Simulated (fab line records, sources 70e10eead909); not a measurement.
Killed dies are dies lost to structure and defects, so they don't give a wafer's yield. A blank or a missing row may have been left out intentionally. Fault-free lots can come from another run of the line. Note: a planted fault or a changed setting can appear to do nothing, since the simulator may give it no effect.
Which tool was responsible? || flow nand harc || 12 lots, 36 wafers sampled, at 2 steps of a route of 1302

## WHAT EACH GAUGE READ, for each wafer
NHARC_A_CHANNEL_HOLE_D2_INSPECT_40.
{"lot": "L075", "measured": "day 13 21:52", "on": "defect inspect-02", "raw defect count": "255 182 226"}
{"lot": "L077", "measured": "day 15 01:08", "on": "defect inspect-02", "raw defect count": "229 243 538"}
{"lot": "L080", "measured": "day 15 16:51", "on": "defect inspect-01", "raw defect count": "176 205 211"}
{"lot": "L081", "measured": "day 16 17:05", "on": "defect inspect-02", "raw defect count": "275 269 222"}
{"lot": "L083", "measured": "day 17 06:20", "on": "defect inspect-02", "raw defect count": "279 283 185"}
{"lot": "L084", "measured": "day 17 22:58", "on": "defect inspect-01", "raw defect count": "287 237 318"}
{"lot": "L088", "measured": "day 19 03:32", "on": "defect inspect-02", "raw defect count": "361 571 400"}
{"lot": "L089", "measured": "day 19 07:43", "on": "defect inspect-02", "raw defect count": "208 239 207"}
{"lot": "L090", "measured": "day 19 22:59", "on": "defect inspect-02", "raw defect count": "287 296 297"}
{"lot": "L092", "measured": "day 20 22:40", "on": "defect inspect-02", "raw defect count": "189 232 300"}
{"lot": "L096", "measured": "day 22 12:00", "on": "defect inspect-02", "raw defect count": "289 316 176"}
{"lot": "L097", "measured": "day 23 08:29", "on": "defect inspect-01", "raw defect count": "216 155 300"}

## EACH LOT AND THE TOOL THAT RAN IT (in order: tool; ch and the chambers of the sampled wafers; start)
{"lot": "L075", "NHARC_A_CHANNEL_HOLE_D2_ETCH_22": "har etch-01 ch 0,1, day 13 16:46"}
{"lot": "L077", "NHARC_A_CHANNEL_HOLE_D2_ETCH_22": "har etch-01 ch 0,1, day 14 20:22"}
{"lot": "L080", "NHARC_A_CHANNEL_HOLE_D2_ETCH_22": "har etch-02 ch 0,1, day 15 12:10"}
{"lot": "L081", "NHARC_A_CHANNEL_HOLE_D2_ETCH_22": "har etch-02 ch 1, day 16 12:13"}
{"lot": "L083", "NHARC_A_CHANNEL_HOLE_D2_ETCH_22": "har etch-01 ch 0,1, day 17 01:38"}
{"lot": "L084", "NHARC_A_CHANNEL_HOLE_D2_ETCH_22": "har etch-01 ch 0,1, day 17 18:19"}
{"lot": "L088", "NHARC_A_CHANNEL_HOLE_D2_ETCH_22": "har etch-01 ch 0,1, day 18 22:48"}
{"lot": "L089", "NHARC_A_CHANNEL_HOLE_D2_ETCH_22": "har etch-01 ch 0,1, day 19 02:58"}
{"lot": "L090", "NHARC_A_CHANNEL_HOLE_D2_ETCH_22": "har etch-02 ch 0,1, day 19 18:08"}
{"lot": "L092", "NHARC_A_CHANNEL_HOLE_D2_ETCH_22": "har etch-02 ch 0,1, day 20 17:55"}
{"lot": "L096", "NHARC_A_CHANNEL_HOLE_D2_ETCH_22": "har etch-02 ch 0,1, day 22 07:10"}
{"lot": "L097", "NHARC_A_CHANNEL_HOLE_D2_ETCH_22": "har etch-02 ch 0,1, day 23 03:43"}
- NHARC_A_CHANNEL_HOLE_D2_ETCH_22: etches the open film in C4F8/O2/Ar, time 666.7 s, target depth 1600 nm.

## THE ANSWER, worked out from the rows above alone
Rule: usual is defined by the lots themselves. The widest of any qualifying gaps counts: lots, ordered by their means at a reading, are off when they make up no more than a third of the lots, leave a main group of 4 or more, and stand apart from it by 3 or more times the standard deviation of that group's means. The tables above print the reading to a certain number of digits; a main group whose means all agree to those digits is not used. Also off: a lot with no number at a reading for which 4 or more lots have one. All remaining lots with rows at the step are treated as sound.
No lot is off on any of the readings shown, so nothing can be concluded from this.

## WHAT WAS PUT IN BY THE SIMULATOR
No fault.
